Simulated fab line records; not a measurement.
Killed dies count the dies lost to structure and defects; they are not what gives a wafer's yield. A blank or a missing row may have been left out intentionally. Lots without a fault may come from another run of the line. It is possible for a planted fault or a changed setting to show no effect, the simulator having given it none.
Matching of chambers :: flow nandHarc :: pecvd-04 running NHARC_A_SLIT_DEP_23: 3 sister chambers
The step deposits SiON, target thk 100 nm. 3 wafers are shown with their chamber, then 12 later ones without.

## WAFERS WITH THEIR CHAMBER
wafer: L086.3
chamber: 2
heaterPowerW (W): 779

wafer: L086.4
chamber: 0
heaterPowerW (W): 774

wafer: L086.5
chamber: 1
heaterPowerW (W): 850

## WAFERS WITHOUT THEIR CHAMBER
wafer: L091.2
heaterPowerW (W): 869

wafer: L091.3
heaterPowerW (W): 814

wafer: L091.4
heaterPowerW (W): 768

wafer: L093.1
heaterPowerW (W): 701

wafer: L093.5
heaterPowerW (W): 795

wafer: L093.6
heaterPowerW (W): 758

wafer: L092.1
heaterPowerW (W): 794

wafer: L092.2
heaterPowerW (W): 875

wafer: L092.4
heaterPowerW (W): 819

wafer: L097.2
heaterPowerW (W): 758

wafer: L097.3
heaterPowerW (W): 828

wafer: L097.5
heaterPowerW (W): 764

## WHICH CHAMBER EACH WENT THROUGH
wafer: L091.2
from the rows above: 1
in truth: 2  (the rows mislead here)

wafer: L091.3
from the rows above: can't be placed: 2 or 1 or 0
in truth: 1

wafer: L091.4
from the rows above: can't be placed: 0 or 2
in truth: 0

wafer: L093.1
from the rows above: can't be placed: 0 or 2
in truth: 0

wafer: L093.5
from the rows above: can't be placed: 2 or 0 or 1
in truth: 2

wafer: L093.6
from the rows above: can't be placed: 0 or 2
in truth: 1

wafer: L092.1
from the rows above: can't be placed: 2 or 0 or 1
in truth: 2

wafer: L092.2
from the rows above: 1
in truth: 1

wafer: L092.4
from the rows above: can't be placed: 1 or 2 or 0
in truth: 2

wafer: L097.2
from the rows above: can't be placed: 0 or 2
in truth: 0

wafer: L097.3
from the rows above: can't be placed: 1 or 2 or 0
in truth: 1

wafer: L097.5
from the rows above: can't be placed: 0 or 2
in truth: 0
Placed correctly: 1 of 12. Cannot be placed on the basis of these rows: 10; the candidates contain the true chamber in 9. Wrongly placed: 1.
How it was worked out, from the rows above alone: a wafer's distance from a chamber is the root of the sum, over the readings, of the square of ((its reading less the chamber's mean) divided by the reading's scatter). If the next closest chamber is less than 2 further off than the closest, the wafer can't be placed; otherwise it belongs to the closest. Each chamber's mean is taken over the wafers shown for it. The scatter: root of mean squared gap, hidden wafer to nearest shown wafer, with one shown wafer a chamber.
